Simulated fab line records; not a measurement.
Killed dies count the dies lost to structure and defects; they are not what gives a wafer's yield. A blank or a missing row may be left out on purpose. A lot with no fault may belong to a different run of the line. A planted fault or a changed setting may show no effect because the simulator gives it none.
Split-lot study | flow n5 finfet | on a route of 1938 steps: 7 lots, 39 wafers read

ABOUT THE SPLIT
At N5_MOL_CONTACT_COAG_ETCH_47 (etches SiNx in CH3F/O2, stops on W, target depth 27 nm), the setting source w was moved away from the recipe's 395 W on 18 of the 39 wafers read, by -13.3% to +12.8%. This setting was run at the recipe's value on the other wafers.

Reading taken at the split's own step.

THE READING
rf vpp V, in V, at N5_MOL_CONTACT_COAG_ETCH_47 (etches SiNx in CH3F/O2, stops on W, target depth 27 nm). Typical for fault-free wafers on this fab line: 295.8 V, with standard deviation 2.8 V.

wafer  | tool, chamber at the split | source w as run, W | against the recipe | rf vpp V, V | against lot-mates on the recipe
L075.1 | rie diel-05, 0             | 395                | recipe             | 294.2       | -
L075.2 | rie diel-05, 1             | 395                | recipe             | 297.7       | -
L075.4 | rie diel-05, 3             | 395                | recipe             | 295.0       | -
L081.1 | rie diel-06, 2             | 351.8              | -10.9%             | 307.6       | +15.7
L081.2 | rie diel-06, 1             | 351.8              | -10.9%             | 313.4       | +21.5
L081.3 | rie diel-06, 0             | 395                | recipe             | 291.5       | -
L081.4 | rie diel-06, 0             | 395                | recipe             | 291.7       | -
L081.5 | rie diel-06, 2             | 395                | recipe             | 292.5       | -
L081.6 | rie diel-06, 1             | 351.8              | -10.9%             | 313.3       | +21.4
L085.1 | rie diel-06, 2             | 395                | recipe             | 291.7       | -
L085.2 | rie diel-06, 0             | 375                | -5.1%              | 296.4       | -0.6
L085.3 | rie diel-06, 1             | 375                | -5.1%              | 304.4       | +7.4
L085.4 | rie diel-06, 3             | 395                | recipe             | 301.1       | -
L085.5 | rie diel-06, 1             | 395                | recipe             | 298.1       | -
L085.6 | rie diel-06, 0             | 375                | -5.1%              | 297.6       | +0.6
L087.1 | rie diel-05, 3             | 395                | recipe             | 294.1       | -
L087.2 | rie diel-05, 0             | 395                | recipe             | 295.1       | -
L087.3 | rie diel-05, 1             | 368.3              | -6.8%              | 308.2       | +12.3
L087.4 | rie diel-05, 0             | 368.3              | -6.8%              | 305.7       | +9.8
L087.5 | rie diel-05, 1             | 395                | recipe             | 298.6       | -
L087.6 | rie diel-05, 3             | 368.3              | -6.8%              | 304.7       | +8.8
L089.1 | rie diel-03, 2             | 445.7              | +12.8%             | 279.5       | -16.3
L089.2 | rie diel-03, 1             | 395                | recipe             | 297.4       | -
L089.3 | rie diel-03, 0             | 445.7              | +12.8%             | 278.7       | -17.1
L089.4 | rie diel-03, 0             | 395                | recipe             | 294.2       | -
L089.5 | rie diel-03, 2             | 395                | recipe             | 295.8       | -
L089.6 | rie diel-03, 1             | 445.7              | +12.8%             | 280.7       | -15.1
L091.1 | rie diel-06, 1             | 395                | recipe             | 297.0       | -
L091.2 | rie diel-06, 0             | 342.4              | -13.3%             | 310.7       | +13.7
L091.3 | rie diel-06, 2             | 395                | recipe             | 293.0       | -
L091.4 | rie diel-06, 3             | 395                | recipe             | 301.0       | -
L091.5 | rie diel-06, 1             | 342.4              | -13.3%             | 317.2       | +20.2
L091.6 | rie diel-06, 0             | 342.4              | -13.3%             | 310.4       | +13.4
L096.1 | rie diel-06, 1             | 420.4              | +6.4%              | 290.0       | -7.0
L096.2 | rie diel-06, 0             | 420.4              | +6.4%              | 281.8       | -15.2
L096.3 | rie diel-06, 2             | 395                | recipe             | 291.9       | -
L096.4 | rie diel-06, 3             | 395                | recipe             | 301.6       | -
L096.5 | rie diel-06, 1             | 395                | recipe             | 297.4       | -
L096.6 | rie diel-06, 0             | 420.4              | +6.4%              | 282.2       | -14.8

THE FIT
A straight line over all 39 wafers: rf vpp V changes by -1.34 V for each +1% of source w; r = -0.94; the points scatter about the line by 3.3 V.
The same after taking each lot's own level away (the mean of its wafers on the recipe; 39 wafers): -1.39 V for each +1%; r = -0.93; scatter 3.6 V.
Per that fit: largest source w move, reading shift of 18 V.
The lots' own levels span 291.90 to 297.00 V, that is 1.8 times the standard deviation above.
So the lot-to-lot level changes the slope little: the two slopes agree.
Check: +18.8 V against its lot-mates is what the line predicts for one of the wafers moved furthest among these (-13.3%) when that wafer is left out of the fit. Against them it came out at +13.7 V.
Tool readings at the split's step, against how far the setting was moved: rf vpp V r = -0.94.

THESE WAFERS: OTHER SPLITS
These wafers also went through other splits before the reading. Each is held against what the fit with the lots' levels taken away leaves over:
other split on the same wafers                 | wafers away from the commonest value | r with rf vpp V (lot level and that fit taken away)
N5_SD_EPI_P_EPI_21 epi growth time s           | 15                                   | -0.04
N5_HKMG_FIN_ETCH_35 source w                   | 12                                   | +0.19
N5_GATE_CUT_CUT_ETCH_54 icp w                  | 6                                    | +0.24
N5_MOL_CONTACT_COAG_VIA_ETCH_46 target depth a | 12                                   | +0.08

FILE'S OWN FIT
rf vpp V changes by -1.38 V for each +1% of source w, r = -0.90.
